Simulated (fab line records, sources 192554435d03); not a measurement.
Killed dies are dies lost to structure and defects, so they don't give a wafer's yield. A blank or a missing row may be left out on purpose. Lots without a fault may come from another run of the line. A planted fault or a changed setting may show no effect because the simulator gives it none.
Which tool did it? | flow n5_finfet | 24 lots, 72 wafers sampled, at 4 steps of a route of 1938

WHAT THE GAUGES READ, wafer by wafer
N5_BEOL_M2_INSPECT_13: inspects for defects (brightfield).
lot  | measured     | on                | raw_defect_count
L074 | day 6 11:13  | defect_inspect-01 | 406 391 481
L075 | day 6 22:20  | defect_inspect-01 | 370 294 223
L076 | day 6 23:52  | defect_inspect-01 | 366 346 419
L077 | day 7 18:56  | defect_inspect-02 | 243 499 417
L078 | day 7 19:25  | defect_inspect-02 | 629 385 597
L079 | day 7 20:16  | defect_inspect-02 | 297 330 324
L080 | day 8 01:49  | defect_inspect-02 | 406 266 552
L081 | day 8 05:56  | defect_inspect-01 | 365 447 359
L082 | day 8 10:43  | defect_inspect-02 | 448 359 426
L083 | day 9 02:07  | defect_inspect-02 | 240 222 314
L084 | day 9 09:10  | defect_inspect-01 | 371 522 236
L085 | day 9 02:50  | defect_inspect-01 | 399 524 459
L086 | day 9 12:09  | defect_inspect-01 | 335 459 265
L087 | day 9 18:05  | defect_inspect-01 | 436 366 351
L088 | day 10 13:24 | defect_inspect-02 | 351 305 281
L090 | day 10 10:26 | defect_inspect-01 | 309 417 388
L089 | day 10 14:17 | defect_inspect-01 | 361 372 267
L092 | day 10 22:32 | defect_inspect-02 | 437 668 570
L091 | day 11 07:43 | defect_inspect-02 | 423 475 451
L093 | day 11 15:38 | defect_inspect-01 | 370 438 285
L094 | day 11 15:58 | defect_inspect-01 | 265 292 361
L095 | day 11 22:12 | defect_inspect-02 | 417 418 418
L096 | day 12 03:23 | defect_inspect-01 | 384 468 404
L097 | day 12 10:32 | defect_inspect-01 | 334 391 306

WHICH TOOL RAN EACH LOT (tool, then ch and the chambers of the sampled wafers, then the start)
lot  | N5_BEOL_M0_ANNEAL_119            | N5_BEOL_M1_TRENCH_ETCH_37                     | N5_BEOL_M1_ANNEAL_93
L074 | rtp_anneal-02 ch 0, day 6 00:31  | rie_diel-03 ch 1,2,3, day 6 08:37 or earlier  | pvd_sputter-02, day 6 08:37
L075 | rtp_anneal-02 ch 0, day 6 07:01  | rie_diel-04 ch 0,2, day 6 17:43 or earlier    | pvd_sputter-01, day 6 17:43
L076 | rtp_anneal-01 ch 0, day 6 10:13  | rie_diel-03 ch 0,2,3, day 6 21:17 or earlier  | pvd_sputter-02, day 6 21:17
L077 | rtp_anneal-01 ch 0, day 6 16:40  | rie_diel-01 ch 1,2,3, day 7 13:35 or earlier  | pvd_sputter-03, day 7 13:35
L078 | rtp_anneal-01 ch 0, day 6 20:00  | rie_diel-03 ch 1,2,3, day 7 15:05 or earlier  | pvd_sputter-02, day 7 15:05
L079 | rtp_anneal-02 ch 0, day 7 05:48  | rie_diel-03 ch 0,1, day 7 17:09 or earlier    | pvd_sputter-01, day 7 17:09
L080 | rtp_anneal-02 ch 0, day 7 09:53  | rie_diel-03 ch 0,2, day 7 23:13 or earlier    | pvd_sputter-01, day 7 23:13
L081 | rtp_anneal-01 ch 0, day 7 18:27  | rie_diel-01 ch 2,3, day 8 03:19 or earlier    | pvd_sputter-01, day 8 03:19
L082 | rtp_anneal-01 ch 0, day 7 22:14  | rie_diel-04 ch 0,1,3, day 8 07:52 or earlier  | pvd_sputter-01, day 8 07:52
L083 | rtp_anneal-01 ch 0, day 8 09:10  | rie_diel-01 ch 0,2,3, day 8 21:32 or earlier  | pvd_sputter-03, day 8 21:32
L084 | rtp_anneal-01 ch 0, day 8 14:22  | rie_diel-04 ch 0,2,3, day 9 06:25 or earlier  | pvd_sputter-03, day 9 06:25
L085 | rtp_anneal-02 ch 0, day 8 16:58  | rie_diel-01 ch 1,2, day 9 00:31 or earlier    | pvd_sputter-03, day 9 00:31
L086 | rtp_anneal-02 ch 0, day 8 22:27  | rie_diel-03 ch 2,3, day 9 08:35 or earlier    | pvd_sputter-02, day 9 08:35
L087 | rtp_anneal-02 ch 0, day 9 04:37  | rie_diel-01 ch 1,2,3, day 9 14:11 or earlier  | pvd_sputter-03, day 9 14:11
L088 | rtp_anneal-02 ch 0, day 9 17:43  | rie_diel-03 ch 0,1,2, day 10 09:14 or earlier | pvd_sputter-02, day 10 09:14
L090 | rtp_anneal-01 ch 0, day 9 22:09  | rie_diel-01 ch 1,2,3, day 10 07:12 or earlier | pvd_sputter-02, day 10 07:12
L089 | rtp_anneal-02 ch 0, day 10 00:15 | rie_diel-03 ch 0,1, day 10 12:09 or earlier   | pvd_sputter-03, day 10 12:09
L092 | rtp_anneal-02 ch 0, day 10 13:22 | rie_diel-03 ch 1,2,3, day 10 19:44 or earlier | pvd_sputter-01, day 10 19:44
L091 | rtp_anneal-01 ch 0, day 10 16:37 | rie_diel-04 ch 2,3, day 11 03:01 or earlier   | pvd_sputter-01, day 11 03:01
L093 | rtp_anneal-02 ch 0, day 10 17:38 | rie_diel-01 ch 0,1,2, day 11 11:38 or earlier | pvd_sputter-01, day 11 11:38
L094 | rtp_anneal-01 ch 0, day 10 21:04 | rie_diel-04 ch 1,2,3, day 11 11:38 or earlier | pvd_sputter-02, day 11 11:38
L095 | rtp_anneal-01 ch 0, day 11 06:59 | rie_diel-03 ch 0,1,2, day 11 18:15 or earlier | pvd_sputter-01, day 11 18:15
L096 | rtp_anneal-01 ch 0, day 11 14:12 | rie_diel-03 ch 2,3, day 11 23:56 or earlier   | pvd_sputter-01, day 11 23:56
L097 | rtp_anneal-01 ch 0, day 11 18:07 | rie_diel-03 ch 0,1,3, day 12 07:40 or earlier | pvd_sputter-03, day 12 07:40
- N5_BEOL_M0_ANNEAL_119: time 90 s.
- N5_BEOL_M1_TRENCH_ETCH_37: etches SiOC in C4F6/O2, target depth 55.207 nm, time 29 s.
- N5_BEOL_M1_ANNEAL_93: time 240 s.

WHAT THE TOOLS THEMSELVES READ (means of the sampled wafers that have a number; where no wafer has one, the mark that the record gives instead)
N5_BEOL_M0_ANNEAL_119.
lot  | tool          | wafer_temp_C_max
L074 | rtp_anneal-02 | 226.0
L075 | rtp_anneal-02 | 226.3
L076 | rtp_anneal-01 | 226.2
L077 | rtp_anneal-01 | 226.8
L078 | rtp_anneal-01 | 226.6
L079 | rtp_anneal-02 | 226.0
L080 | rtp_anneal-02 | 225.8
L081 | rtp_anneal-01 | 226.4
L082 | rtp_anneal-01 | 226.6
L083 | rtp_anneal-01 | 226.4
L084 | rtp_anneal-01 | 226.3
L085 | rtp_anneal-02 | 225.8
L086 | rtp_anneal-02 | 226.1
L087 | rtp_anneal-02 | 226.1
L088 | rtp_anneal-02 | 226.3
L090 | rtp_anneal-01 | 226.6
L089 | rtp_anneal-02 | 225.8
L092 | rtp_anneal-02 | 225.8
L091 | rtp_anneal-01 | 226.4
L093 | rtp_anneal-02 | 226.2
L094 | rtp_anneal-01 | 226.4
L095 | rtp_anneal-01 | 226.6
L096 | rtp_anneal-01 | 226.6
L097 | rtp_anneal-01 | 226.6

N5_BEOL_M1_TRENCH_ETCH_37.
lot  | tool        | C4F6_flow_sccm (sccm) | drypump_motor_current_A (A) | oes_product_au (a.u.) | rf_vpp_V (V) | showerhead_plenum_p_Torr (Torr) | throttle_valve_pct (%)
L074 | rie_diel-03 | 10.00                 | 5.63                        | 0.78                  | 671          | 2.92                            | 21.10
L075 | rie_diel-04 | 10.03                 | 5.93                        | 0.74                  | 647          | 2.75                            | 20.81
L076 | rie_diel-03 | 10.02                 | 5.76                        | 0.80                  | 678          | 2.95                            | 21.17
L077 | rie_diel-01 | 9.97                  | 5.97                        | 0.75                  | 665          | 2.82                            | 21.02
L078 | rie_diel-03 | 10.00                 | 5.62                        | 0.76                  | 671          | 2.92                            | 21.12
L079 | rie_diel-03 | 9.97                  | 5.48                        | 0.84                  | 680          | 2.94                            | 20.91
L080 | rie_diel-03 | 10.02                 | 5.68                        | 0.81                  | 692          | 3.00                            | 21.28
L081 | rie_diel-01 | 9.99                  | 6.10                        | 0.75                  | 660          | 2.89                            | 21.00
L082 | rie_diel-04 | 9.99                  | 5.49                        | 0.82                  | 667          | 2.82                            | 20.58
L083 | rie_diel-01 | 9.98                  | 5.94                        | 0.78                  | 671          | 2.87                            | 20.87
L084 | rie_diel-04 | 10.00                 | 5.60                        | 0.75                  | 660          | 2.79                            | 20.66
L085 | rie_diel-01 | 10.01                 | 6.20                        | 0.75                  | 669          | 2.89                            | 21.01
L086 | rie_diel-03 | 9.98                  | 5.81                        | 0.72                  | 663          | 2.89                            | 21.23
L087 | rie_diel-01 | 9.98                  | 5.99                        | 0.74                  | 665          | 2.81                            | 21.05
L088 | rie_diel-03 | 10.01                 | 5.57                        | 0.81                  | 685          | 2.96                            | 21.12
L090 | rie_diel-01 | 9.97                  | 6.00                        | 0.74                  | 664          | 2.81                            | 21.05
L089 | rie_diel-03 | 9.98                  | 5.61                        | 0.83                  | 688          | 2.96                            | 21.00
L092 | rie_diel-03 | 10.00                 | 5.64                        | 0.75                  | 671          | 2.91                            | 21.15
L091 | rie_diel-04 | 9.98                  | 5.39                        | 0.73                  | 679          | 2.78                            | 20.55
L093 | rie_diel-01 | 9.99                  | 5.99                        | 0.75                  | 680          | 2.86                            | 20.93
L094 | rie_diel-04 | 10.00                 | 5.60                        | 0.76                  | 674          | 2.76                            | 20.64
L095 | rie_diel-03 | 10.00                 | 5.58                        | 0.79                  | 686          | 2.96                            | 21.12
L096 | rie_diel-03 | 10.03                 | 5.83                        | 0.71                  | 665          | 2.88                            | 21.24
L097 | rie_diel-03 | 10.00                 | 5.66                        | 0.76                  | 672          | 2.90                            | 21.04

N5_BEOL_M1_ANNEAL_93.
lot  | tool           | heater_power_w (W) | susceptor_temp_C_max
L074 | pvd_sputter-02 | 791                | 400.8
L075 | pvd_sputter-01 | 745                | 400.8
L076 | pvd_sputter-02 | 828                | 400.7
L077 | pvd_sputter-03 | 844                | 401.0
L078 | pvd_sputter-02 | 792                | 400.8
L079 | pvd_sputter-01 | 754                | 401.3
L080 | pvd_sputter-01 | 935                | 401.1
L081 | pvd_sputter-01 | 842                | 400.9
L082 | pvd_sputter-01 | 871                | 401.0
L083 | pvd_sputter-03 | 814                | 400.8
L084 | pvd_sputter-03 | 805                | 401.1
L085 | pvd_sputter-03 | 816                | 401.3
L086 | pvd_sputter-02 | 768                | 400.7
L087 | pvd_sputter-03 | 842                | 401.4
L088 | pvd_sputter-02 | 763                | 400.9
L090 | pvd_sputter-02 | 760                | 400.9
L089 | pvd_sputter-03 | 867                | 401.2
L092 | pvd_sputter-01 | 767                | 401.3
L091 | pvd_sputter-01 | 790                | 401.1
L093 | pvd_sputter-01 | 766                | 400.9
L094 | pvd_sputter-02 | 744                | 400.6
L095 | pvd_sputter-01 | 853                | 400.8
L096 | pvd_sputter-01 | 929                | 401.0
L097 | pvd_sputter-03 | 860                | 401.3

THE ANSWER, worked out from the rows above alone
Rule: what is usual is taken from the lots themselves. Put in order of their means at a reading, lots are off if they are a third of the lots or fewer, leave a main group of 4 or more, and stand apart from it by a gap of 3 or more times the standard deviation of the main group's means; of several such gaps the widest counts. A main group whose means are all the same, to the digits that the tables above print for the reading, isn't used. A lot without any number at a reading at which 4 lots or more have one is off too. The other lots that the step has rows for count as sound. The gauges are gone through in route order, then the tools' own readings, and for those a lot's mean is taken as printed above. The first step at which some lot is off is used, and at that step the reading that is off furthest; a lot without a number counts as furthest.
No lot is off at any reading shown: from this, nothing can be told.

WHAT THE SIMULATOR HAD PUT IN
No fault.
